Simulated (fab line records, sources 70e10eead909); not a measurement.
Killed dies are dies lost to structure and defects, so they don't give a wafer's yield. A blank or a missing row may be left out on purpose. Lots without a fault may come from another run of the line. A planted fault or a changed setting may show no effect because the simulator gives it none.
Which tool did it? | flow nand_harc | 13 lots, 39 wafers sampled, at 4 steps of a route of 1302

WHAT THE GAUGES READ, wafer by wafer
NHARC_P_STI_OCD_MEAS_17.
lot  | measured     | on     | trench_depth_nm (nm) | trench_foot_cd_nm (nm)
L375 | day 3 15:23  | ocd-02 | 300 288 301          | 164.0 164.8 163.7
L377 | day 4 12:02  | ocd-02 | 289 303 302          | 158.3 157.2 156.1
L379 | day 5 09:47  | ocd-02 | 300 295 289          | 161.5 161.2 164.0
L380 | day 5 17:33  | ocd-02 | 310 299 309          | 162.0 164.4 160.6
L381 | day 6 04:01  | ocd-01 | 298 313 301          | 158.8 163.5 160.0
L386 | day 8 09:28  | ocd-02 | 307 297 300          | 163.4 162.8 168.0
L388 | day 9 02:56  | ocd-02 | 305 303 303          | 161.7 157.9 159.8
L390 | day 9 21:20  | ocd-02 | 279 306 297          | 164.4 164.2 156.6
L391 | day 10 13:47 | ocd-01 | 309 307 306          | 163.4 157.5 160.7
L392 | day 11 00:19 | ocd-02 | 301 303 305          | 161.8 161.4 162.9
L393 | day 11 06:12 | ocd-01 | 305 302 311          | 158.7 164.4 164.3
L395 | day 12 04:22 | ocd-01 | 302 303 296          | 164.0 163.3 162.2
L396 | day 12 11:37 | ocd-01 | 300 304 302          | 160.0 161.9 156.8

NHARC_P_GATE_CD_MEAS_11: target cd 1640 nm.
lot  | measured     | on        | cd_nm (nm)
L375 | day 5 03:19  | cd_sem-03 | 1638.9 1641.3 1641.3
L377 | day 6 02:11  | cd_sem-03 | 1638.3 1642.1 1635.9
L379 | day 7 03:02  | cd_sem-03 | 1636.1 1636.4 1639.6
L380 | day 7 10:35  | cd_sem-03 | 1641.4 1640.4 1638.3
L381 | day 7 18:01  | cd_sem-03 | 1640.4 1641.7 1639.4
L386 | day 10 11:06 | cd_sem-01 | 1642.2 1638.1 1639.3
L388 | day 10 18:58 | cd_sem-02 | 1641.4 1641.2 1643.3
L390 | day 11 11:44 | cd_sem-03 | 1640.1 1642.6 1642.0
L391 | day 12 03:29 | cd_sem-02 | 1637.7 1642.1 1639.8
L392 | day 12 13:16 | cd_sem-01 | 1641.2 1643.1 1640.1
L393 | day 12 19:43 | cd_sem-03 | 1639.7 1639.0 1635.7
L395 | day 13 20:47 | cd_sem-01 | 1641.8 1643.9 1641.5
L396 | day 14 01:07 | cd_sem-01 | 1643.1 1638.2 1637.9

WHICH TOOL RAN EACH LOT (tool, then ch and the chambers of the sampled wafers, then the start)
lot  | NHARC_P_STI_ETCH_42                | NHARC_P_STI_CMP_21
L375 | rie_diel-08 ch 0,1,3, day 3 14:56  | cmp-03 ch 0,1,3, day 4 10:11
L377 | rie_diel-08 ch 2,3, day 4 11:37    | cmp-02 ch 0,1,2, day 5 07:50
L379 | rie_diel-08 ch 1,2,3, day 5 09:22  | cmp-02 ch 0,1,2, day 6 07:35
L380 | rie_diel-08 ch 1,2,3, day 5 17:07  | cmp-04 ch 0,3, day 6 15:01
L381 | rie_diel-02 ch 0,3, day 6 03:35    | cmp-04 ch 0,2,3, day 7 01:49
L386 | rie_diel-02 ch 1,2, day 8 09:01    | cmp-04 ch 2,3, day 9 15:11
L388 | rie_diel-03 ch 0,3, day 9 02:29    | cmp-04 ch 0,2,3, day 9 22:37
L390 | rie_diel-03 ch 0,1,3, day 9 20:55  | cmp-03 ch 1,2,3, day 10 18:45
L391 | rie_diel-03 ch 1,2, day 10 13:19   | cmp-04 ch 0,1,2, day 11 08:26
L392 | rie_diel-03 ch 0,3, day 10 23:53   | cmp-02 ch 0,2, day 11 19:47
L393 | rie_diel-08 ch 0,1,3, day 11 05:46 | cmp-02 ch 2,3, day 12 00:58
L395 | rie_diel-08 ch 1,2,3, day 12 03:56 | cmp-02 ch 0,1,3, day 12 23:38
L396 | rie_diel-03 ch 0,1,3, day 12 11:11 | cmp-03 ch 0,1,2, day 13 08:40
- NHARC_P_STI_ETCH_42: etches the open film in N2/H2, target depth 80 nm, overetch 24 nm, time 61 s.
- NHARC_P_STI_CMP_21: polishes, t overpolish 20 s, target thk 380.67 nm.

WHAT THE TOOLS THEMSELVES READ (means of the sampled wafers that have a number; where no wafer has one, the mark that the record gives instead)
NHARC_P_STI_ETCH_42.
lot  | tool        | drypump_motor_current_A (A) | oes_product_au (a.u.) | rf_vpp_V (V) | showerhead_plenum_p_Torr (Torr) | throttle_valve_pct (%)
L375 | rie_diel-08 | 5.63                        | 0.996                 | 428.1        | 1.96                            | 14.183
L377 | rie_diel-08 | 5.86                        | 0.994                 | 430.3        | 2.04                            | 14.169
L379 | rie_diel-08 | 5.75                        | 0.991                 | 428.5        | 1.99                            | 14.171
L380 | rie_diel-08 | 5.79                        | 0.987                 | 429.4        | 1.99                            | 14.168
L381 | rie_diel-02 | 5.28                        | 0.989                 | 430.6        | 2.03                            | 14.174
L386 | rie_diel-02 | 5.67                        | 1.005                 | 431.7        | 2.07                            | 14.178
L388 | rie_diel-03 | 5.37                        | 0.974                 | 432.7        | 2.12                            | 14.175
L390 | rie_diel-03 | 5.49                        | 0.985                 | 430.7        | 2.07                            | 14.174
L391 | rie_diel-03 | 5.73                        | 1.001                 | 429.4        | 2.01                            | 14.164
L392 | rie_diel-03 | 5.37                        | 0.998                 | 433.0        | 2.12                            | 14.173
L393 | rie_diel-08 | 5.63                        | 0.999                 | 427.4        | 1.96                            | 14.179
L395 | rie_diel-08 | 5.76                        | 0.995                 | 429.4        | 1.99                            | 14.167
L396 | rie_diel-03 | 5.47                        | 0.999                 | 430.9        | 2.06                            | 14.173

NHARC_P_STI_CMP_21.
lot  | tool   | motor_current_A (A) | overpolish_run_s (s) | pad_life_wafers
L375 | cmp-03 | 13.4                | 19.998               | 38
L377 | cmp-02 | 11.4                | 20.007               | 224
L379 | cmp-02 | 11.0                | 20.013               | 303
L380 | cmp-04 | 13.1                | 20.000               | 60
L381 | cmp-04 | 12.4                | 20.001               | 116
L386 | cmp-04 | 11.2                | 19.994               | 390
L388 | cmp-04 | 12.2                | 68.661               | 14
L390 | cmp-03 | 12.8                | 20.007               | 278
L391 | cmp-04 | 13.2                | 68.665               | 146
L392 | cmp-02 | 10.3                | 20.004               | 92
L393 | cmp-02 | 11.2                | 19.997               | 109
L395 | cmp-02 | 11.1                | 19.999               | 213
L396 | cmp-03 | 13.8                | 20.014               | 152

THE ANSWER, worked out from the rows above alone
Rule: what is usual is taken from the lots themselves. Put in order of their means at a reading, lots are off if they are a third of the lots or fewer, leave a main group of 4 or more, and stand apart from it by a gap of 3 or more times the standard deviation of the main group's means; of several such gaps the widest counts. A main group whose means are all the same, to the digits that the tables above print for the reading, isn't used. A lot without any number at a reading at which 4 lots or more have one is off too. The other lots that the step has rows for count as sound. The gauges are gone through in route order, then the tools' own readings, and for those a lot's mean is taken as printed above. The first step at which some lot is off is used, and at that step the reading that is off furthest; a lot without a number counts as furthest.
Off: L388, L391, at NHARC_P_STI_CMP_21 (overpolish_run_s). The main group: mean 20.003 s, standard deviation 0.0062.
A tool fits if, at that step or a process step before it, it ran every lot that is off, and no sound lot after the first of them. One fits: cmp-04 at NHARC_P_STI_CMP_21. Its last sound lot is L386 (day 9 15:11), its first lot that is off L388 (day 9 22:37): a fault that began between those two fits.
The tool's own readings at NHARC_P_STI_CMP_21 bear it out: on the lots that are off they differ by more than 5 times the standard deviation of the sound lots' means. overpolish_run_s reads 68.663 s there against 20.003 s on the sound lots.

WHAT THE SIMULATOR HAD PUT IN
Process parameter drift: cmp-04, from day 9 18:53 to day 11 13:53, at NHARC_P_STI_CMP_21. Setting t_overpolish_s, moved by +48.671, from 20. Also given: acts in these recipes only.
Lots struck among those shown: L388, L391. The rule above found the same.
